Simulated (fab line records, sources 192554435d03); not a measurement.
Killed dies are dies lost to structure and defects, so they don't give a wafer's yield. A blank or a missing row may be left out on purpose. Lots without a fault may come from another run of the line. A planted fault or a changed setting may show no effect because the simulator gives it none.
A struck lot beside a sound one | flow n5_finfet | 41 steps out of a route of 1938
Sound: wafers L270.2, L270.3, L270.5. Struck: wafers L282.2, L282.4. (L282.3 of the same lot was not struck and is left out.) The cause comes at the end.
At each step with rows: each side's tool, then ch and its chambers, then its first start. Under that, the readings that differ: sound wafers | struck wafers | difference of the means | sigmas: that difference in standard deviations of wafers without a fault.
alike: readings whose means differ by less than 2 such deviations, and words and numbers that are the same on both sides. not compared: withheld readings, readings that some wafer has no value for, bounds like >300 that may hide the same value, and numbers for which the record gives no deviation and whose values overlap.
The two part at a step that has a row with sigmas, a row that says differs or no value, or rows on one side only. Numbers that don't overlap but have no deviation are shown without sigmas and don't part them. A reading that every wafer of one side lacks parts them only if that side has two wafers or more.

first, 9 steps without rows for these wafers: N5_BEOL_M4_ANNEAL_95 (time 240 s); N5_BEOL_M4_SPUTTER_96 (material Cu, target thk 4.5 nm, time 8.29 s); N5_BEOL_M4_ECD_50 (material Cu, target thk 300 nm); N5_BEOL_M4_ANNEAL_51 (time 90 s); N5_BEOL_M4_CMP_52 (polishes, stops on SiOC, t overpolish 6.8 s, target thk 40 nm); N5_BEOL_M4_PRE_CLEAN_60 (time 15 s); N5_BEOL_M4_CO_CAP_55 (material Co, precursor CCTBA/H2, target thk 2 nm, time 102.1 s); N5_BEOL_M4_PRE_CLEAN_56 (time 15 s); N5_BEOL_M4_DEP_57 (deposits SiCN from 3MS/NH3, target thk 8 nm, time 14 s).
N5_BEOL_M4_RC_MEAS_101:
  sound on prober-02 ch 0, day 10 13:40; struck on prober-01 ch 0, day 13 11:36
  reading       | sound          | struck    | difference | sigmas
  DIBL_P (mV/V) | 37.3 39.8 39.3 | 35.5 35.5 | -3.3       | -2
  SS_N (mV/dec) | 72.1 73.3 73.0 | 71.9 70.8 | -1.5       | -3
  alike: DIBL_N, IOFF_N, IOFF_P, ION_N, ION_P, SS_P, VT_N, VT_P
then, 24 steps without rows for these wafers: N5_BEOL_M5_ILD_DEP_00 (deposits SiCOH lowk from DEMS/porogen, target thk 140.64 nm, time 25.9 s); N5_BEOL_M5_CURE_79 (cures SiCOH lowk, time 240 s); N5_BEOL_M5_PECVD_70 (deposits SiO2 from TEOS/O2, target thk 16 nm, time 18 s); N5_BEOL_M5_HM_DEP_02 (deposits TiN, target thk 20 nm); N5_BEOL_M5_COAT_59 (time 60 s, resist thk 60 nm); N5_BEOL_M5_COAT_60 (time 60 s, resist thk 12 nm); N5_BEOL_M5_COAT_71 (time 60 s, resist thk 5 nm); N5_BEOL_M5_COAT_05 (resist thk 30 nm); N5_BEOL_M5_EBR_07; N5_BEOL_M5_SOFTBAKE_06 (time 60 s); N5_BEOL_M5_EXPOSE_08 (exposes mask M5, target cd 28 nm); N5_BEOL_M5_PEB_09 (peb time 60 s); N5_BEOL_M5_DEVELOP_10 (develop time 30 s); N5_BEOL_M5_DESCUM_16 (chemistry O2, time 7 s); N5_BEOL_M5_ETCH_72 (etches underlayer in N2/H2, target depth 6.5 nm, time 5.2 s); N5_BEOL_M5_ETCH_61 (etches SiARC in CF4, target depth 15.6 nm, time 26 s); N5_BEOL_M5_ETCH_62 (etches SOC in N2/H2, target depth 75 nm, overetch 15 nm, time 112.5 s); N5_BEOL_M5_STRIP_63 (strips in N2/H2); N5_BEOL_M5_STRIP_73 (strips in N2/H2); N5_BEOL_M5_STRIP_64 (strips in CF4); N5_BEOL_M5_HM_OPEN_17 (chemistry Cl2/BCl3, target TiN, target depth 20 nm, overetch 6 nm); N5_BEOL_M5_STRIP_19 (strips in O2); N5_BEOL_M5_COAT_65 (time 60 s, resist thk 60 nm); N5_BEOL_M5_COAT_66 (time 60 s, resist thk 12 nm).
-- the record jumps here: 2 days lie between the struck wafers' starts before and after (it left off in module BEOL_M5 and takes up again in module BEOL_M10, whose first step shown is number 1512 of the route) --
N5_BEOL_M10_TRENCH_ETCH_37: etches SiCOH lowk in C4F6/O2, target depth 148.83 nm, time 48 s.
  sound on rie_diel-04 ch 0,1, day 12 18:20; struck on rie_diel-04 ch 0,1, day 15 20:59
  reading                                     | sound          | struck      | difference | sigmas
  oes_product_au (a.u.)                       | 0.84 0.82 0.83 | 0.61 0.59   | -0.23      | -4
  model.etch.depth_nm (nm)                    | 149 147.8 149  | 87.53 88.26 | -60.70     |
  model.BEOL_M10.feature_depth_nm (nm)        | 149 147.8 149  | 87.6 88.2   | -60.7      |
  model.TiN_of_BEOL_M10_HM_DEP_02.thk_nm (nm) | 15.6 15.8 15.8 | 18 17.6     | +2         |
  alike: drypump_motor_current_A, rf_vpp_V, showerhead_plenum_p_Torr, throttle_valve_pct
  not compared: rf_hours_counter_h
N5_BEOL_M10_OCD_MEAS_38:
  sound on ocd-02, day 12 18:32; struck on ocd-01, day 15 21:11
  reading              | sound             | struck    | difference | sigmas
  trench_depth_nm (nm) | 149.3 147.6 148.8 | 87.3 88.1 | -60.9      | -32
N5_BEOL_M10_CMP_52: polishes, stops on SiCOH lowk, t overpolish 7 s, target thk 140 nm.
  sound on cmp-01 ch 0,1,2, day 12 22:22; struck on cmp-04 ch 1,2, day 16 00:46
  reading                                 | sound             | struck    | difference | sigmas
  model.Cu_of_BEOL_M10_ECD_50.thk_nm (nm) | 141.4 139.4 140.2 | 77.4 79.6 | -61.8      |
  alike: edge_zone_pressure_frac, head_pressure_psi, motor_current_A, retaining_ring_pressure_frac
N5_BEOL_M10_THK_MEAS_53: measures by xrf.
  sound on film_metro-01, day 12 22:35; struck on film_metro-01, day 16 01:04
  reading      | sound             | struck    | difference | sigmas
  M10_THK (nm) | 143.9 140.7 141.6 | 79.2 81.6 | -61.7      | -27
N5_BEOL_M10_RS_MEAS_57: measures by four-point-probe.
  sound on film_metro-01, day 12 22:43; struck on film_metro-01, day 16 01:12
  reading         | sound                | struck        | difference | sigmas
  M10_RS (ohm/sq) | 0.1492 0.1514 0.1505 | 0.2962 0.2870 | +0.1412    | +59
N5_BEOL_M15_RC_MEAS_101:
  sound on prober-01 ch 0, day 14 12:41; struck on prober-02 ch 0, day 17 11:52
  reading                    | sound                      | struck            | difference | sigmas
  COMB_M11 (S/m)             | 1.27e-11 2.81e-11 1.75e-11 | 1.22e-11 1.42e-11 | -6.23e-12  | -2
  COMB_M15 (S/m)             | 3.2e-12 4.8e-12 3.7e-12    | 2.2e-12 2.4e-12   | -1.6e-12   | -3
  SERP_M10 (ohm/um)          | 3.04 3.11 3.04             | 6.05 5.78         | +2.85      | +42
  SERP_M10_max_site (ohm/um) | 3.17 3.19 3.13             | 6.11 6.00         | +2.89      | +41
  alike: COMB_M12, COMB_M13, COMB_M14, COMB_M14_max_site, COMB_M5, COMB_M6, COMB_M7, COMB_M8, COMB_M9, COMB_M9_max_site, SERP_M11, SERP_M12, SERP_M13, SERP_M14, SERP_M5, SERP_M6, SERP_M7, SERP_M8, SERP_M9
N5_PASSIVATION_PROBE_49:
  the record has rows for the struck wafers here (prober-02, day 18 01:54) and none for the sound ones

WHERE THEY PART
First at N5_BEOL_M4_RC_MEAS_101; last, within this record, at N5_PASSIVATION_PROBE_49.

WHY: what the simulator had put in
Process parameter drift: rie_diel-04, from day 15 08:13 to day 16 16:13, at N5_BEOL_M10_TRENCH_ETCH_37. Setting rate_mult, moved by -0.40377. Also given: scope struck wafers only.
